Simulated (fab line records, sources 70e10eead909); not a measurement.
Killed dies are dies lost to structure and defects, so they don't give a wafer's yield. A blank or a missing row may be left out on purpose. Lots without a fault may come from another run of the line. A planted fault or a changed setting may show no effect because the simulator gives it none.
Which tool did it? | flow nand_harc | 10 lots, 30 wafers sampled, at 3 steps of a route of 1159

WHAT THE GAUGES READ, wafer by wafer
NHARC_A_CHANNEL_HOLE_D1_CD_MEAS_30.
lot  | measured     | on        | cd_nm (nm)
L116 | day 10 11:26 | cd_sem-03 | -0.2 1.4 1.7
L118 | day 10 11:15 | cd_sem-01 | -0.2 -0.4 0.1
L113 | day 10 15:29 | cd_sem-03 | -0.1 0.0 -0.6
L122 | day 11 13:01 | cd_sem-03 | 91.0 90.5 90.3
L121 | day 11 18:09 | cd_sem-02 | 90.5 91.4 90.5
L123 | day 12 09:23 | cd_sem-03 | 89.5 89.5 88.7
L125 | day 12 15:21 | cd_sem-01 | 87.6 89.2 87.6
L124 | day 12 16:00 | cd_sem-03 | 87.0 87.7 87.7
L128 | day 13 10:44 | cd_sem-02 | 89.2 88.8 87.7
L131 | day 14 16:14 | cd_sem-01 | 89.1 90.6 91.7

WHICH TOOL RAN EACH LOT (tool, then ch and the chambers of the sampled wafers, then the start)
lot  | NHARC_A_CHANNEL_HOLE_D1_ETCH_25  | NHARC_A_CHANNEL_HOLE_D1_ETCH_44
L116 | har_etch-02 ch 0, day 10 08:49   | rie_diel-10 ch 1,2, day 10 10:39
L118 | har_etch-01 ch 0,1, day 10 08:38 | rie_diel-12 ch 0,2,3, day 10 10:28
L113 | har_etch-01 ch 0,1, day 10 12:49 | rie_diel-10 ch 0,2,3, day 10 14:40
L122 | har_etch-01 ch 0,1, day 11 10:32 | rie_diel-12 ch 1,2,3, day 11 12:14
L121 | har_etch-02 ch 0,1, day 11 15:40 | rie_diel-10 ch 1,2,3, day 11 17:21
L123 | har_etch-02 ch 0,1, day 12 06:46 | rie_diel-12 ch 0,3, day 12 08:36
L125 | har_etch-01 ch 0,1, day 12 12:44 | rie_diel-10 ch 0,1, day 12 14:34
L124 | har_etch-02 ch 1, day 12 13:23   | rie_diel-12 ch 1,2, day 12 15:13
L128 | har_etch-02 ch 0,1, day 13 08:06 | rie_diel-12 ch 1,2, day 13 09:56
L131 | har_etch-02 ch 0,1, day 14 13:37 | rie_diel-10 ch 0,1,3, day 14 15:27
- NHARC_A_CHANNEL_HOLE_D1_ETCH_25: etches the open film in C4F8/O2/Ar, time 1040.2 s, target depth 1500 nm.
- NHARC_A_CHANNEL_HOLE_D1_ETCH_44: etches the open film in CF4/O2, target depth 140 nm, overetch 14 nm, time 77 s.

THE ANSWER, worked out from the rows above alone
Rule: what is usual is taken from the lots themselves. Put in order of their means at a reading, lots are off if they are a third of the lots or fewer, leave a main group of 4 or more, and stand apart from it by a gap of 3 or more times the standard deviation of the main group's means; of several such gaps the widest counts. A main group whose means are all the same, to the digits that the tables above print for the reading, isn't used. A lot without any number at a reading at which 4 lots or more have one is off too. The other lots that the step has rows for count as sound.
Off: L116, L118, L113, at NHARC_A_CHANNEL_HOLE_D1_CD_MEAS_30 (cd_nm). The main group: mean 89.3 nm, standard deviation 1.2.
A tool fits if, at a process step before that reading, it ran every lot that is off, and no sound lot after the first of them. The gauges at NHARC_A_CHANNEL_HOLE_D1_CD_MEAS_30 are tried like those tools. None of those tried fits.

WHAT THE SIMULATOR HAD PUT IN
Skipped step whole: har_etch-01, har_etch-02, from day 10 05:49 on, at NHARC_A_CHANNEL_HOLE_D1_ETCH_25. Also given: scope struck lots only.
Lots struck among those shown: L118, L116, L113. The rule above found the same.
